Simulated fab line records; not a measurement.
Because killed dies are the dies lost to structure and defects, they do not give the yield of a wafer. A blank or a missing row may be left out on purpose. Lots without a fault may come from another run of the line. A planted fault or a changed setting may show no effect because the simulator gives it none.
fab line records	flow n5_finfet
[record] lots = 9	wafers = 26	last_day = 16
route steps=1938 shown BEOL_M3@948 BEOL_M4@1111 PASSIVATION@1936
lots with no fault: from the same line, run without faults
start_h: the number of hours between the record's first day and the start of the first shown wafer of the lot	wait_h: hours elapsed since this lot's preceding step	" identical to the entry in the row above	L1.1+2: several wafers, shown together as one row	- either no value or no given start	* or withheld: withheld	< > ~ a bound
route shown NAME@n: NAME is a module with steps in the file, n the number in the route of the first one	usual: mean and standard deviation over wafers with no fault	same: alike in all rows	chamber/n: place in a boat	sites: each site's reading	_std_site: their standard deviation	_edge_site: mean of outer sites minus mean of inner sites	radius_mm: how far each site lies from the wafer's centre	mask NAME#n: copy n	behind: tool/chamber where the wafer was last shaped	hold: why the lot went on hold/how many hours it stayed there/how the hold came to an end	device: names the non-switching transistor (n, p or np)	end of line: at the end of the route, the tests of the same wafers	a step with no rows: only its recipe	killed: dies lost to structure and defects at the first sort, not the wafer's yield	map: per-die view of a wafer (x killed, . not killed, _ where there is no die)
set.NAME: the setting that was run; set.NAME@STEP: the one run at that earlier step	model.NAME: the simulator's own value behind a step, which no gauge read
the route's steps for a sample of lots (tables are steps, rows are wafers)
services: a tool's chamber out of use, with start hour (start_h, from the record's first day; less than 0 if before it), hours out, and reason
[[steps]]
[step N5_BEOL_M3_ETCH_74]
[recipe] chemistry = N2/H2	target = underlayer	target_depth_a = 65	mask_material = CAR-EUV	time_s = 5.2	ion_energy_ev = 200	pressure_mtorr = 30	source_w = 840	bias_w = 150	n2_flow_sccm = 200	h2_flow_sccm = 200	ends = cleared
[usual] bias_w = 150.0/0.44	drypump_motor_current_A = 5.7/0.38	etch_rf_on_time_s = 5.23/0.11	oes_product_au = 0.64/0.067	rf_vpp_V = 523.9/2.7	showerhead_plenum_p_Torr = 2.54/0.08	throttle_valve_pct = 17.94/0.27
lot.wafer	tool	chamber	start_h	wait_h	bias_w	drypump_motor_current_A	etch_rf_on_time_s	oes_product_au	rf_hours_counter_h	rf_vpp_V	showerhead_plenum_p_Torr	throttle_valve_pct
L558.2	rie_diel-01	3	162.82	0.0	149.2	5.8	5.34	0.62	171	520.7	2.44	17.82
L558.5	"	2	"	"	149.4	6.3	5.24	0.63	-	524.1	2.54	18.03
L561.1	rie_diel-01	1	180.28	0.0	150.6	6.0	5.08	0.77	32	526.9	2.58	17.40
L561.2	"	2	"	"	150.3	6.3	5.32	0.62	163	523.4	2.54	18.04
L561.4	"	3	"	"	150.3	5.8	5.37	0.62	175	519.6	2.44	17.84
L560.1	rie_diel-01	1	182.65	0.0	150.5	6.0	5.08	0.75	33	523.3	2.58	17.43
L560.3	"	2	"	"	150.9	6.3	5.30	0.62	163	523.1	2.54	18.05
L560.5	"	1	"	"	149.9	6.0	5.04	0.77	-	525.0	2.58	17.42
L564.3	rie_diel-01	3	198.31	0.0	149.5	5.8	5.34	0.62	182	520.1	2.43	17.85
L564.4	"	2	"	"	149.7	6.3	5.26	0.62	-	520.8	2.54	18.05
L564.5	"	1	"	"	149.7	6.0	5.04	0.76	-	523.6	2.57	17.45
L565.3	rie_diel-04	0	203.31	0.0	149.9	4.7	5.11	0.60	210	521.2	2.42	18.25
L565.4	"	3	"	"	149.8	5.9	5.16	0.60	226	522.3	2.51	18.21
L565.6	"	2	"	"	149.9	5.7	5.28	0.61	-	527.4	2.63	17.53
L571.2	rie_diel-03	3	237.95	0.0	150.2	5.2	5.17	0.63	200	526.3	2.62	17.91
L571.5	"	1	"	"	150.1	5.7	5.25	0.61	-	525.0	2.52	18.04
L571.6	"	0	"	"	149.7	5.7	5.33	0.60	-	528.3	2.66	18.18
L574.2	rie_diel-04	0	261.75	0.0	149.5	4.7	5.16	0.58	227	522.7	2.41	18.29
L574.4	"	2	"	"	150.3	5.7	5.32	0.59	210	525.0	2.62	17.56
L574.5	"	0	"	"	150.5	4.7	5.15	0.59	-	521.6	2.41	18.25
L575.1	rie_diel-03	2	264.20	0.0	149.6	5.5	5.26	0.62	196	520.1	2.42	18.15
L575.2	"	1	"	"	149.9	5.8	5.26	0.60	209	521.8	2.51	18.05
L575.3	"	0	"	"	149.8	5.7	5.36	0.59	173	526.1	2.66	18.17
L576.2	rie_diel-04	2	264.41	0.0	150.6	5.7	5.36	0.59	211	529.5	2.62	17.59
L576.3	"	1	"	"	151.2	6.0	5.08	0.79	28	522.8	2.49	17.64
L576.5	"	3	"	"	149.6	5.9	5.17	0.58	-	523.9	2.50	18.26
[step N5_BEOL_M3_ETCH_63]
[recipe] chemistry = CF4	target = SiARC	target_depth_a = 156	mask_material = CAR-EUV	time_s = 26	ion_energy_ev = 80	pressure_mtorr = 40	source_w = 545	bias_w = 36	Ar_flow_sccm = 100	cf4_flow_sccm = 100	ends = cleared
[usual] bias_w = 35.98/0.13	drypump_motor_current_A = 5.7/0.38	etch_rf_on_time_s = 26.1/0.46	oes_product_au = 0.64/0.065	rf_vpp_V = 184.0/1.3	showerhead_plenum_p_Torr = 2.14/0.062	throttle_valve_pct = 15.74/0.26
lot.wafer	tool	chamber	start_h	wait_h	bias_w	drypump_motor_current_A	etch_rf_on_time_s	oes_product_au	rf_hours_counter_h	rf_vpp_V	showerhead_plenum_p_Torr	throttle_valve_pct
L558.2	rie_diel-01	3	162.83	0.0	35.96	5.8	26.9	0.61	171	182.7	2.06	15.60
L558.5	"	2	"	"	35.87	6.2	26.3	0.63	-	184.6	2.13	15.69
L561.1	rie_diel-01	1	180.29	0.0	35.83	6.0	26.0	0.75	32	183.4	2.18	15.24
L561.2	"	2	"	"	35.95	6.2	26.4	0.62	163	183.2	2.13	15.70
L561.4	"	3	"	"	35.96	5.8	27.2	0.61	175	182.4	2.06	15.61
L560.1	rie_diel-01	1	182.66	0.0	36.15	6.0	25.5	0.76	33	185.7	2.18	15.21
L560.3	"	2	"	"	36.25	6.2	26.2	0.63	163	184.1	2.13	15.71
L560.5	"	1	"	"	36.13	6.0	25.6	0.76	-	184.8	2.18	15.22
L564.3	rie_diel-01	3	198.33	0.0	36.03	5.8	26.8	0.61	182	184.0	2.05	15.64
L564.4	"	2	"	"	36.04	6.3	26.1	0.62	-	186.5	2.13	15.73
L564.5	"	1	"	"	36.09	6.0	25.8	0.75	-	184.6	2.18	15.24
L565.3	rie_diel-04	0	203.33	0.0	35.96	4.7	25.9	0.59	210	183.1	2.03	15.76
L565.4	"	3	"	"	36.10	5.9	26.0	0.61	226	184.5	2.12	16.15
L565.6	"	2	"	"	36.10	5.7	26.5	0.61	-	184.6	2.20	15.34
L571.2	rie_diel-03	3	237.97	0.0	35.78	5.2	26.2	0.63	200	185.1	2.22	15.95
L571.5	"	1	"	"	35.79	5.7	26.4	0.62	-	184.3	2.14	15.83
L571.6	"	0	"	"	35.89	5.6	26.6	0.61	-	184.4	2.22	15.88
L574.2	rie_diel-04	0	261.76	0.0	35.81	4.7	26.1	0.58	227	183.5	2.03	15.80
L574.4	"	2	"	"	35.91	5.7	26.4	0.60	210	185.2	2.20	15.37
L574.5	"	0	"	"	35.84	4.7	26.0	0.58	-	181.9	2.03	15.79
L575.1	rie_diel-03	2	264.21	0.0	35.97	5.5	25.6	0.62	196	183.8	2.06	15.96
L575.2	"	1	"	"	36.00	5.8	26.3	0.61	209	184.3	2.13	15.85
L575.3	"	0	"	"	35.99	5.7	26.0	0.61	173	184.1	2.21	15.89
L576.2	rie_diel-04	2	264.43	0.0	35.89	5.8	26.4	0.59	211	185.6	2.19	15.38
L576.3	"	1	"	"	35.97	6.1	25.3	0.79	28	183.0	2.11	15.46
L576.5	"	3	"	"	35.98	6.0	25.7	0.60	-	185.6	2.12	16.16
[step N5_BEOL_M3_STRIP_66]
[recipe] chemistry = CF4	resist = SiARC	power_w = 300	bias_power_w = 75	pressure_mtorr = 50	cf4_flow_sccm = 150	rf_frequency_hz = 6e+07
[usual] drypump_motor_current_A = 5.7/0.38	oes_product_au = 0.75/0.07	rf_vpp_V = 271.1/1.5	showerhead_plenum_p_Torr = 1.79/0.051	throttle_valve_pct = 13.71/0.27
lot.wafer	tool	chamber	start_h	wait_h	drypump_motor_current_A	oes_product_au	rf_hours_counter_h	rf_vpp_V	showerhead_plenum_p_Torr	throttle_valve_pct
L558.2	rie_diel-01	3	162.99	0.0	5.8	0.73	171	269.2	1.73	13.64
L558.5	"	2	"	"	6.3	0.74	-	271.7	1.79	13.71
L561.1	rie_diel-01	1	180.45	0.0	6.0	0.87	32	271.5	1.82	13.17
L561.2	"	2	"	"	6.3	0.73	163	270.5	1.79	13.70
L561.4	"	3	"	"	5.8	0.73	175	270.4	1.73	13.65
L560.1	rie_diel-01	1	182.82	0.0	6.0	0.87	33	272.4	1.82	13.17
L560.3	"	2	"	"	6.2	0.73	163	271.1	1.78	13.70
L560.5	"	1	"	"	6.0	0.86	-	270.4	1.82	13.18
L564.3	rie_diel-01	3	198.49	0.0	5.8	0.73	182	267.7	1.73	13.63
L564.4	"	2	"	"	6.2	0.73	-	270.6	1.78	13.72
L564.5	"	1	"	"	6.0	0.86	-	272.0	1.82	13.20
L565.3	rie_diel-04	0	203.48	0.0	4.7	0.68	210	269.2	1.69	13.72
L565.4	"	3	"	"	5.9	0.71	226	271.2	1.78	14.13
L565.6	"	2	"	"	5.7	0.71	-	272.1	1.84	13.36
L571.2	rie_diel-03	3	238.12	0.0	5.2	0.73	200	273.2	1.85	13.90
L571.5	"	1	"	"	5.7	0.73	-	271.6	1.79	13.77
L571.6	"	0	"	"	5.7	0.71	-	272.2	1.85	13.86
L574.2	rie_diel-04	0	261.92	0.0	4.7	0.67	227	269.7	1.69	13.74
L574.4	"	2	"	"	5.7	0.69	210	271.9	1.84	13.38
L574.5	"	0	"	"	4.7	0.67	-	269.1	1.69	13.76
L575.1	rie_diel-03	2	264.37	0.0	5.5	0.72	196	270.6	1.72	13.94
L575.2	"	1	"	"	5.8	0.72	209	270.3	1.78	13.80
L575.3	"	0	"	"	5.6	0.70	173	271.7	1.85	13.85
L576.2	rie_diel-04	2	264.59	0.0	5.7	0.69	211	272.4	1.84	13.39
L576.3	"	1	"	"	6.1	0.89	28	269.3	1.77	13.39
L576.5	"	3	"	"	5.9	0.68	-	270.9	1.78	14.16
[step N5_BEOL_M3_COAT_22]
[recipe] resist = CAR-EUV	spin_rpm = 1500	resist_thk_nm = 30
[usual] exhaust_pa = 45.0/0.99	spin_speed_rpm = 1500.1/1.2
lot.wafer	tool	chamber	start_h	wait_h	exhaust_pa	spin_speed_rpm
L558.2	litho_track-05	0	163.25	-	44.6	1500.5
L558.5	"	0	"	"	45.0	1501.7
L561.1	litho_track-02	0	180.71	-	43.6	1497.6
L561.2	"	0	"	"	43.9	1500.1
L561.4	"	0	"	"	44.7	1499.8
L560.1	litho_track-02	0	183.16	-	44.9	1500.9
L560.3	"	0	"	"	45.7	1501.1
L560.5	"	0	"	"	45.4	1501.6
L564.3	litho_track-02	0	198.75	-	45.8	1571.5
L564.4	"	0	"	"	45.5	1570.9
L564.5	"	0	"	"	45.1	1569.3
L565.3	litho_track-02	0	203.75	-	46.2	1570.2
L565.4	"	0	"	"	45.2	1568.5
L565.6	"	0	"	"	46.7	1570.6
L571.2	litho_track-05	0	238.39	-	45.8	1499.6
L571.5	"	0	"	"	45.5	1499.6
L571.6	"	0	"	"	45.3	1499.4
L574.2	litho_track-03	0	262.18	-	44.4	1501.6
L574.4	"	0	"	"	44.4	1500.5
L574.5	"	0	"	"	46.7	1501.4
L575.1	litho_track-02	0	264.63	-	45.1	1500.7
L575.2	"	0	"	"	45.4	1497.9
L575.3	"	0	"	"	46.3	1499.3
L576.2	litho_track-02	0	264.88	-	43.3	1499.7
L576.3	"	0	"	"	44.0	1499.5
L576.5	"	0	"	"	44.9	1500.4
[step N5_BEOL_M4_RC_MEAS_101]
[usual] DIBL_N = 35.9/1.6	DIBL_P = 35.6/2.1	IOFF_N = 0.149/0.029	IOFF_P = 0.20/0.033	ION_N = 671/11	ION_P = 460/7.3	SS_N = 71.4/0.62	SS_P = 73.2/0.65	VT_N = 251/3.1	VT_P = -251/3.4
lot.wafer	tool	chamber	start_h	wait_h	DIBL_N[mV/V]	DIBL_P[mV/V]	IOFF_N[nA/um]	IOFF_P[nA/um]	ION_N[uA/um]	ION_P[uA/um]	SS_N[mV/dec]	SS_P[mV/dec]	VT_N[mV]	VT_P[mV]
L558.2	prober-02	0	182.65	0.2	35.5	36.8	0.138	0.18	668	454	71.2	73.5	251	-256
L558.5	"	0	"	"	34.7	35.0	0.136	0.16	668	452	71.5	72.3	253	-256
L561.1	prober-02	0	196.43	0.0	36.4	36.1	0.144	0.17	659	444	72.3	72.7	252	-258
L561.2	"	0	"	"	35.6	37.0	0.144	0.18	665	452	71.3	72.4	250	-254
L561.4	"	0	"	"	36.7	38.0	0.158	0.20	668	459	71.3	73.1	251	-252
L560.1	prober-02	0	199.72	0.0	35.4	33.4	0.133	0.18	668	459	70.8	72.8	251	-251
L560.3	"	0	"	"	34.4	31.4	0.114	0.15	664	456	71.0	72.5	254	-254
L560.5	"	0	"	"	36.6	34.7	0.152	0.19	677	459	71.3	73.8	250	-251
L564.3	prober-01	0	222.92	0.3	32.7	32.2	0.106	0.16	651	456	70.9	72.7	256	-254
L564.4	"	0	"	"	35.6	35.6	0.159	0.21	677	472	70.7	73.2	247	-247
L564.5	"	0	"	"	34.3	34.7	0.128	0.19	666	459	70.7	73.2	254	-249
L565.3	prober-01	0	230.72	0.3	36.8	37.4	0.169	0.20	676	460	71.2	72.9	247	-252
L565.4	"	0	"	"	38.7	39.8	0.216	0.25	690	467	72.4	74.5	246	-249
L565.6	"	0	"	"	37.9	38.5	0.199	0.23	692	472	71.8	74.5	245	-250
L571.2	prober-02	0	257.76	0.2	36.0	33.6	0.126	0.16	662	457	71.7	72.8	252	-255
L571.5	"	0	"	"	37.8	36.3	0.148	0.20	673	454	71.1	73.7	251	-251
L571.6	"	0	"	"	35.8	34.2	0.125	0.17	663	459	71.1	73.1	254	-252
L574.2	prober-02	0	281.01	0.2	35.2	34.6	0.132	0.20	664	459	71.1	73.1	252	-249
L574.4	"	0	"	"	34.2	32.9	0.123	0.18	653	455	71.3	72.2	254	-251
L574.5	"	0	"	"	35.3	34.5	0.137	0.19	656	454	71.7	72.8	253	-250
L575.1	prober-01	0	283.36	0.0	35.7	34.9	0.132	0.20	672	465	72.0	73.4	254	-250
L575.2	"	0	"	"	33.7	32.6	0.110	0.17	651	454	70.9	72.2	254	-249
L575.3	"	0	"	"	36.3	35.9	0.150	0.21	664	453	71.7	73.2	252	-248
L576.2	prober-02	0	288.99	0.2	36.6	35.6	0.183	0.23	677	466	72.1	73.3	245	-249
L576.3	"	0	"	"	35.3	35.2	0.175	0.23	686	469	71.3	73.8	245	-248
L576.5	"	0	"	"	35.5	34.1	0.161	0.20	670	457	72.1	73.5	248	-251
[step N5_PASSIVATION_PROBE_49]
[usual] defect_limited_yield = 90.9/1.5	killed_at_M0_to_M3 = 36/9.9	killed_at_M4_up = 13/4.5	killed_at_contacts = 13/6.4	killed_at_front_end = 42/12	killed_at_other = 3.4/3	killed_dies = 107/18	killed_open = 69/13	killed_short = 35/8.2	sort_bin_5_function = 5.3/1.1	sort_bin_6_memory = 3.4/0.69	sort_n_pass = 1073/18	sort_yield_pct = 90.9/1.5
[same] gross_dies = 1180	killed_at_back_side = 0	sort_bin_4_leakage[%] = 0	sort_bin_8_speed[%] = 0
lot.wafer	tool	chamber	start_h	wait_h	defect_limited_yield[%]	killed_at_M0_to_M3	killed_at_M4_up	killed_at_contacts	killed_at_front_end	killed_at_other	killed_dies	killed_open	killed_short	sort_bin_5_function[%]	sort_bin_6_memory[%]	sort_n_pass	sort_yield_pct[%]
L558.2	prober-01	-	284.88	0.1	91.6	32	9	17	38	3	99	70	27	5.4	2.6	1081	91.6
L558.5	prober-01	-	285.03	0.2	90.9	32	13	27	33	2	107	68	37	4.8	3.9	1073	90.9
L560.1	prober-01	-	298.72	0.0	90.8	31	14	11	51	1	108	67	41	4.3	4.5	1072	90.8
L560.3	prober-01	-	298.82	0.1	91.1	38	17	7	40	3	105	69	30	4.7	3.5	1075	91.1
L560.5	prober-01	-	298.92	0.2	90.7	26	11	15	56	2	110	71	38	4.8	4.3	1070	90.7
L561.1	prober-02	-	305.99	0.0	91.4	31	15	16	39	0	101	74	27	4.9	3.5	1079	91.4
L561.2	prober-02	-	306.04	0.1	91.2	23	15	21	43	2	104	68	32	4.6	3.8	1076	91.2
L561.4	prober-02	-	306.14	0.2	90.7	26	13	15	52	4	110	65	43	5.5	3.6	1070	90.7
L564.3	prober-01	-	317.85	0.1	92.0	30	8	9	40	7	94	69	25	4.7	3.0	1086	92.0
L564.4	prober-01	-	317.90	0.2	89.7	28	11	7	69	7	122	74	48	5.8	4.2	1058	89.7
L564.5	prober-01	-	317.95	0.2	90.4	32	14	8	56	3	113	64	45	5.8	3.2	1067	90.4
L565.3	prober-02	-	331.68	0.1	91.9	22	15	14	43	1	95	62	28	5.3	2.5	1085	91.9
L565.4	prober-02	-	331.73	0.2	91.6	24	14	3	56	2	99	63	34	4.6	3.6	1081	91.6
L565.6	prober-02	-	331.83	0.3	87.4	47	20	9	70	3	149	94	50	7.4	4.7	1031	87.4
L571.2	prober-01	-	354.06	0.1	90.1	46	9	22	35	5	117	77	40	6.3	3.5	1063	90.1
L571.5	prober-01	-	354.21	0.2	87.4	54	10	31	51	3	149	99	48	7.6	4.6	1031	87.4
L571.6	prober-01	-	354.26	0.3	91.5	24	7	30	33	6	100	69	30	4.7	3.5	1080	91.5
L574.2	prober-01	-	376.86	0.8	91.1	31	10	15	46	3	105	73	28	4.8	3.8	1075	91.1
L574.4	prober-01	-	376.96	0.9	90.8	31	14	6	53	4	108	66	41	4.9	3.6	1072	90.8
L574.5	prober-01	-	377.01	1.0	87.7	40	14	18	72	1	145	102	41	7.8	4.0	1035	87.7
L575.1	prober-02	-	386.71	0.0	91.2	35	10	17	24	18	104	60	42	5.5	2.8	1076	91.2
L575.2	prober-02	-	386.76	0.1	92.5	27	10	17	23	11	88	55	32	4.5	2.5	1092	92.5
L575.3	prober-02	-	386.81	0.1	92.0	31	18	3	28	14	94	67	25	4.2	3.3	1086	92.0
L576.2	prober-01	-	391.68	0.1	91.4	34	16	12	38	1	101	62	33	5.3	3.1	1079	91.4
L576.3	prober-01	-	391.73	0.1	90.6	38	20	9	39	5	111	73	35	5.6	3.6	1069	90.6
L576.5	prober-01	-	391.83	0.2	90.4	40	13	16	41	3	113	71	35	4.6	4.3	1067	90.4
// killed by level:class
L558.2 MOL_CONTACT_COAG:geometric_particle:open=15 STI_FIN_REVEAL:geometric_particle:open=10 BEOL_M1:geometric_particle:short=9 BEOL_M2:geometric_particle:open=9 DUMMY_GATE:geometric_particle:open=6 FIN_SAQP:geometric_particle:open=5 BEOL_M0_SAQP:geometric_particle:open=5 BEOL_M3:geometric_particle:open=5
L558.5 MOL_CONTACT_COAG:geometric_particle:open=20 BEOL_M2:geometric_particle:open=8 DUMMY_GATE:geometric_particle:open=8 MOL_CONTACT_COAG:geometric_particle:short=6 BEOL_M4:geometric_particle:open=6 GATE_CUT:geometric_particle:short=5 ILD0:geometric_particle:short=4 BEOL_M0_SAQP:geometric_particle:short=4
L560.1 FIN_SAQP:geometric_particle:open=13 FIN_SAQP:geometric_particle:short=12 MOL_CONTACT_COAG:geometric_particle:open=10 STI_FIN_REVEAL:geometric_particle:open=7 BEOL_M2:geometric_particle:short=6 BEOL_M1:geometric_particle:open=5 BEOL_M2:geometric_particle:open=5 BEOL_M0_SAQP:geometric_particle:short=4
L560.3 FIN_SAQP:geometric_particle:open=13 BEOL_M0_SAQP:geometric_particle:open=11 BEOL_M4:geometric_particle:open=7 FIN_SAQP:geometric_particle:short=6 BEOL_M1:geometric_particle:open=6 BEOL_M0_SAQP:geometric_particle:short=5 BEOL_M2:geometric_particle:open=5 DUMMY_GATE:geometric_particle:short=4
L560.5 FIN_SAQP:geometric_particle:open=17 MOL_CONTACT_COAG:geometric_particle:open=13 FIN_SAQP:geometric_particle:short=12 STI_FIN_REVEAL:geometric_particle:open=8 BEOL_M2:geometric_particle:open=6 DUMMY_GATE:geometric_particle:open=5 BEOL_M1:geometric_particle:open=4 BEOL_M1:geometric_particle:short=4
L561.1 MOL_CONTACT_COAG:geometric_particle:open=14 FIN_SAQP:geometric_particle:open=11 STI_FIN_REVEAL:geometric_particle:open=8 BEOL_M0_SAQP:geometric_particle:open=8 BEOL_M0_SAQP:geometric_particle:short=7 FIN_SAQP:geometric_particle:short=6 GATE_CUT:geometric_particle:short=6 BEOL_M3:geometric_particle:open=6
L561.2 MOL_CONTACT_COAG:geometric_particle:open=16 FIN_SAQP:geometric_particle:open=10 FIN_SAQP:geometric_particle:short=9 BEOL_M0_SAQP:geometric_particle:open=8 STI_FIN_REVEAL:geometric_particle:open=6 MOL_CONTACT_COAG:geometric_particle:short=5 BEOL_M4:geometric_particle:open=5 BEOL_M8:geometric_particle:open=5
L561.4 FIN_SAQP:geometric_particle:open=12 FIN_SAQP:geometric_particle:short=11 MOL_CONTACT_COAG:geometric_particle:open=10 GATE_CUT:geometric_particle:short=8 BEOL_M4:geometric_particle:open=7 GATE_CUT:geometric_particle:open=6 BEOL_M0_SAQP:geometric_particle:short=6 BEOL_M0_SAQP:geometric_particle:open=6
L564.3 FIN_SAQP:geometric_particle:short=12 BEOL_M2:geometric_particle:open=11 BEOL_M3:geometric_particle:open=10 MOL_CONTACT_COAG:geometric_particle:open=7 FIN_SAQP:geometric_particle:open=6 STI_FIN_REVEAL:geometric_particle:open=6 ILD0:geometric_particle:open=5 BEOL_M0_SAQP:geometric_particle:open=4
L564.4 FIN_SAQP:geometric_particle:short=20 FIN_SAQP:geometric_particle:open=13 STI_FIN_REVEAL:geometric_particle:open=11 BEOL_M1:geometric_particle:open=7 GATE_CUT:geometric_particle:short=6 STARTING-WAFER:geometric_particle:short=5 BEOL_M0_SAQP:geometric_particle:open=5 MOL_CONTACT_COAG:geometric_particle:open=5
L564.5 FIN_SAQP:geometric_particle:short=10 FIN_SAQP:geometric_particle:open=9 BEOL_M0_SAQP:geometric_particle:short=7 STI_FIN_REVEAL:geometric_particle:open=5 GATE_CUT:geometric_particle:short=5 MOL_CONTACT_COAG:geometric_particle:open=5 BEOL_M1:geometric_particle:open=5 BEOL_M3:geometric_particle:open=5
L565.3 FIN_SAQP:geometric_particle:open=12 MOL_CONTACT_COAG:geometric_particle:open=11 BEOL_M3:geometric_particle:open=8 DUMMY_GATE:geometric_particle:open=5 GATE_CUT:geometric_particle:short=5 BEOL_M4:geometric_particle:open=5 DUMMY_GATE:geometric_particle:short=4 BEOL_M0_SAQP:geometric_particle:short=4
L565.4 FIN_SAQP:geometric_particle:open=21 FIN_SAQP:geometric_particle:short=18 BEOL_M1:geometric_particle:open=9 BEOL_M2:geometric_particle:open=5 DUMMY_GATE:geometric_particle:open=4 GATE_CUT:geometric_particle:short=4 BEOL_M4:geometric_particle:open=4 GATE_CUT:geometric_particle:open=3
L565.6 FIN_SAQP:geometric_particle:open=17 BEOL_M3:geometric_particle:open=16 FIN_SAQP:geometric_particle:short=9 BEOL_M0_SAQP:geometric_particle:short=8 BEOL_M1:geometric_particle:open=8 DUMMY_GATE:geometric_particle:open=8 GATE_CUT:geometric_particle:short=7 STI_FIN_REVEAL:geometric_particle:open=7
L571.2 MOL_CONTACT_COAG:geometric_particle:open=18 BEOL_M0_SAQP:geometric_particle:short=12 FIN_SAQP:geometric_particle:short=10 BEOL_M0_SAQP:geometric_particle:open=10 BEOL_M3:geometric_particle:open=10 FIN_SAQP:geometric_particle:open=9 BEOL_M1:geometric_particle:open=7 STI_FIN_REVEAL:geometric_particle:open=4
L571.5 MOL_CONTACT_COAG:geometric_particle:open=20 STI_FIN_REVEAL:geometric_particle:open=19 BEOL_M3:geometric_particle:open=13 BEOL_M0_SAQP:geometric_particle:short=13 BEOL_M0_SAQP:geometric_particle:open=12 MOL_CONTACT_COAG:geometric_particle:short=11 FIN_SAQP:geometric_particle:open=9 BEOL_M4:geometric_particle:open=8
L571.6 MOL_CONTACT_COAG:geometric_particle:open=25 FIN_SAQP:geometric_particle:short=10 BEOL_M1:geometric_particle:open=6 FIN_SAQP:geometric_particle:open=5 MOL_CONTACT_COAG:geometric_particle:short=5 STI_FIN_REVEAL:geometric_particle:open=4 BEOL_M0_SAQP:geometric_particle:short=4 BEOL_M3:geometric_particle:open=4
L574.2 BEOL_M1:geometric_particle:open=15 FIN_SAQP:geometric_particle:open=14 MOL_CONTACT_COAG:geometric_particle:open=11 FIN_SAQP:geometric_particle:short=8 STI_FIN_REVEAL:geometric_particle:open=8 GATE_CUT:geometric_particle:short=6 BEOL_M2:geometric_particle:open=6 BEOL_M4:geometric_particle:open=6
L574.4 FIN_SAQP:geometric_particle:short=13 FIN_SAQP:geometric_particle:open=9 STI_FIN_REVEAL:geometric_particle:open=9 BEOL_M4:geometric_particle:open=9 BEOL_M1:geometric_particle:open=7 GATE_CUT:geometric_particle:short=6 MOL_CONTACT_COAG:geometric_particle:open=6 DUMMY_GATE:geometric_particle:open=5
L574.5 STI_FIN_REVEAL:geometric_particle:open=24 FIN_SAQP:geometric_particle:short=14 FIN_SAQP:geometric_particle:open=13 MOL_CONTACT_COAG:geometric_particle:open=13 BEOL_M3:geometric_particle:open=10 BEOL_M1:geometric_particle:open=9 GATE_CUT:geometric_particle:open=7 BEOL_M4:geometric_particle:open=6
L575.1 MOL_CONTACT_COAG:geometric_particle:open=14 BEOL_M0_SAQP:geometric_particle:open=13 BEOL_M0_SAQP:geometric_particle:short=13 PAD_METAL:geometric_particle:short=6 MIM_TOP:geometric_particle:short=5 PAD_METAL:geometric_particle:open=4 FIN_SAQP:geometric_particle:open=3 FIN_SAQP:geometric_particle:short=3
L575.2 MOL_CONTACT_COAG:geometric_particle:open=16 BEOL_M0_SAQP:geometric_particle:open=7 BEOL_M2:geometric_particle:open=7 FIN_SAQP:geometric_particle:short=5 BEOL_M0_SAQP:geometric_particle:short=5 STI_FIN_REVEAL:geometric_particle:open=4 PAD_METAL:geometric_particle:open=4 PAD_METAL:geometric_particle:short=4
L575.3 FIN_SAQP:geometric_particle:open=11 BEOL_M0_SAQP:geometric_particle:open=7 BEOL_M2:geometric_particle:open=7 BEOL_M1:geometric_particle:open=6 BEOL_M0_SAQP:geometric_particle:short=4 BEOL_M4:geometric_particle:open=4 PAD_METAL:geometric_particle:open=4 PAD_METAL:geometric_particle:short=4
L576.2 FIN_SAQP:geometric_particle:open=15 FIN_SAQP:geometric_particle:short=11 MOL_CONTACT_COAG:geometric_particle:open=9 BEOL_M3:geometric_particle:open=8 BEOL_M2:geometric_particle:open=6 BEOL_M4:geometric_particle:open=6 BEOL_M0_SAQP:geometric_particle:open=5 STI_FIN_REVEAL:geometric_particle:open=4
L576.3 BEOL_M4:geometric_particle:open=14 FIN_SAQP:geometric_particle:short=10 FIN_SAQP:geometric_particle:open=9 BEOL_M0_SAQP:geometric_particle:open=9 MOL_CONTACT_COAG:geometric_particle:open=8 DUMMY_GATE:geometric_particle:open=7 BEOL_M0_SAQP:geometric_particle:short=7 BEOL_M2:geometric_particle:open=5
L576.5 MOL_CONTACT_COAG:geometric_particle:open=12 BEOL_M1:geometric_particle:open=9 FIN_SAQP:geometric_particle:short=8 BEOL_M4:geometric_particle:open=8 BEOL_M0_SAQP:geometric_particle:open=8 BEOL_M0_SAQP:geometric_particle:short=7 FIN_SAQP:geometric_particle:open=6 DUMMY_GATE:geometric_particle:open=6
[[services]]
tool	chamber	start_h	hours	kind
rie_diel-04	-	138.91	0.5	repair
litho_track-02	-	142.72	-	consumable_replace:filter
rie_diel-04	1	154.34	-	clean
rie_diel-04	1	154.34	-	consumable_replace:focus_ring
rie_diel-04	1	154.34	25.1	scheduled_down
rie_diel-04	1	154.34	25.1	vent_cycle
litho_track-05	-	173.30	-	consumable_replace:filter
litho_track-03	-	176.20	-	consumable_replace:filter
rie_diel-01	0	188.11	-	clean
rie_diel-01	0	188.11	-	consumable_replace:focus_ring
rie_diel-01	0	188.11	20.4	scheduled_down
rie_diel-01	0	188.11	20.4	vent_cycle
rie_diel-01	1	203.57	15.6	repair
rie_diel-04	0	241.77	2.9	repair
rie_diel-03	3	243.02	4.6	repair
[[key]]
[first_sign] step = N5_BEOL_M3_COAT_22	reading = spin_speed_rpm	direction = up	sigmas = 59	usual = *	struck = *
effect none on later readings
met_at N5_BEOL_M3_COAT_22
struck_lots L564,L565
not_acting_at N5_BEOL_M3_ETCH_74,N5_BEOL_M3_ETCH_63,N5_BEOL_M3_STRIP_66
onset_between 183.16 198.75
[fault] kind = process_parameter_drift	tool = litho_track-02	chamber = -	onset_h = 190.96	steps = N5_BEOL_M3_COAT_22	channel = spin_rpm	offset = *	shape = step	end_h = 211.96	acts_in = *	stated = *
